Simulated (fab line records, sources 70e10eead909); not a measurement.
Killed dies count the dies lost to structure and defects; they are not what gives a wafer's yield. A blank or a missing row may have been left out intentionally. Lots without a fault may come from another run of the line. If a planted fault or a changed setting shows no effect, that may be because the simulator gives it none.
A struck lot beside a sound one :: flow nandHarc :: 15 out of 1302 route steps
Sound: wafers L861.1, L861.2, L861.6. Wafers struck: L874.1, L874.5, L874.6. Last of all comes the cause.
Order at every step that has rows: each side's tool, ch and its chambers, its first start. Under that, the readings that differ: sound wafers :: struck wafers :: difference of the means :: sigmas: that difference in standard deviations of wafers without a fault.
alike: words and numbers the same on both sides, and readings whose means are apart by under 2 such deviations; not compared: readings that were withheld, readings missing a value for some wafer, numbers with overlapping values and no deviation given by the record, and bounds like >300 which may hide the same value.
The two part at a step that has a row with sigmas, a row that says differs or no value, or rows on one side only. Numbers that don't overlap but have no deviation are shown without sigmas and don't part them. A reading missing from all wafers of one side parts the sides only when that side holds two or more wafers.

NHARC_A_SGD_CUT_THK_MEAS_22: measures by ellipsometry.
  sound on filmMetro-01 at day 22 18:41; struck on filmMetro-01 at day 28 02:03
  alike: thkNm
then, 2 steps without rows for these wafers: NHARC_A_SGD_CUT_SRD_23; NHARC_A_SGD_CUT_ETCH_26 (etches SiO2 in dHF, target depth 45.8 nm).
NHARC_A_SGD_CUT_ETCHBACK_24: etches the open film in CH3F/O2, target depth 50 nm, time 92.857 s.
  sound on rieDiel-10 ch 1,2, day 22 18:55; struck on rieDiel-09 ch 2,3, day 28 02:17
reading: oesProductAu (a.u.)
sound: 1.01 0.99 1.00
struck: 0.93 0.93 0.92
difference: -0.07
sigmas: -2
  alike: chamberPressureMTorr, drypumpMotorCurrentA, o2FlowSccm, rfVppV, showerheadPlenumPTorr, throttleValvePct
  not compared: rfHoursCounterH
NHARC_A_SGD_CUT_STRIP_28: strips in O2, time 20 s.
  sound on rieDiel-10 ch 0,1,3; struck on rieDiel-09 ch 2,3
  alike: chamberPressureMTorr, drypumpMotorCurrentA, o2FlowSccm, oesProductAu, rfVppV, showerheadPlenumPTorr, throttleValvePct
  not compared: rfHoursCounterH
NHARC_A_SGD_CUT_INSPECT_25:
  sound on defectInspect-02 at day 22 19:09; struck on defectInspect-02 at day 28 02:31
reading: rawDefectCount
sound: 415 489 387
struck: 555 740 563
difference: +189
sigmas: +2
NHARC_A_SLIT_DEP_25: deposits SiO2, target thk 200 nm.
  sound on pecvd-01 ch 1,2, day 22 19:13; struck on pecvd-02 ch 0,2, day 28 02:40
  alike: heaterPowerW, throttleValvePct
NHARC_A_SLIT_DEP_00: deposits aC, target thk 6200 nm.
  sound on aclDep-03 ch 0, day 22 19:34; struck on aclDep-01 ch 0, day 28 03:56
  alike: throttleValvePct
NHARC_A_SLIT_DEP_23: deposits SiON, target thk 100 nm.
  sound on pecvd-01 ch 1,2, day 22 23:22; struck on pecvd-04 ch 0,1, day 28 07:44
  alike: heaterPowerW
then, 3 steps without rows for these wafers: NHARC_A_SLIT_DEHYDRATE_01 (time 120 s); NHARC_A_SLIT_HMDS_02 (time 30 s); NHARC_A_SLIT_COAT_03 (resist thk 90 nm).
NHARC_A_SLIT_SOFTBAKE_04: time 55 s.
  sound on lithoTrack-04 ch 0, day 22 23:00; struck on lithoTrack-06 ch 0, day 28 07:00
reading: heaterPowerTotalW (W)
sound: 188.47 188.29 188.35
struck: 181.78 181.69 181.80
difference: -6.61
sigmas: -51
  alike: exhaustPa
next, for these wafers, 1 step has no rows: NHARC_A_SLIT_EBR_05.
NHARC_END_SORT_01:
  the record has rows for the sound wafers here (prober-01 ch 0, day 27 16:40) and none for the struck ones

WHERE THEY PART
Earliest at NHARC_A_SGD_CUT_ETCHBACK_24; latest, in this record, at NHARC_END_SORT_01.

WHY: what the simulator had put in
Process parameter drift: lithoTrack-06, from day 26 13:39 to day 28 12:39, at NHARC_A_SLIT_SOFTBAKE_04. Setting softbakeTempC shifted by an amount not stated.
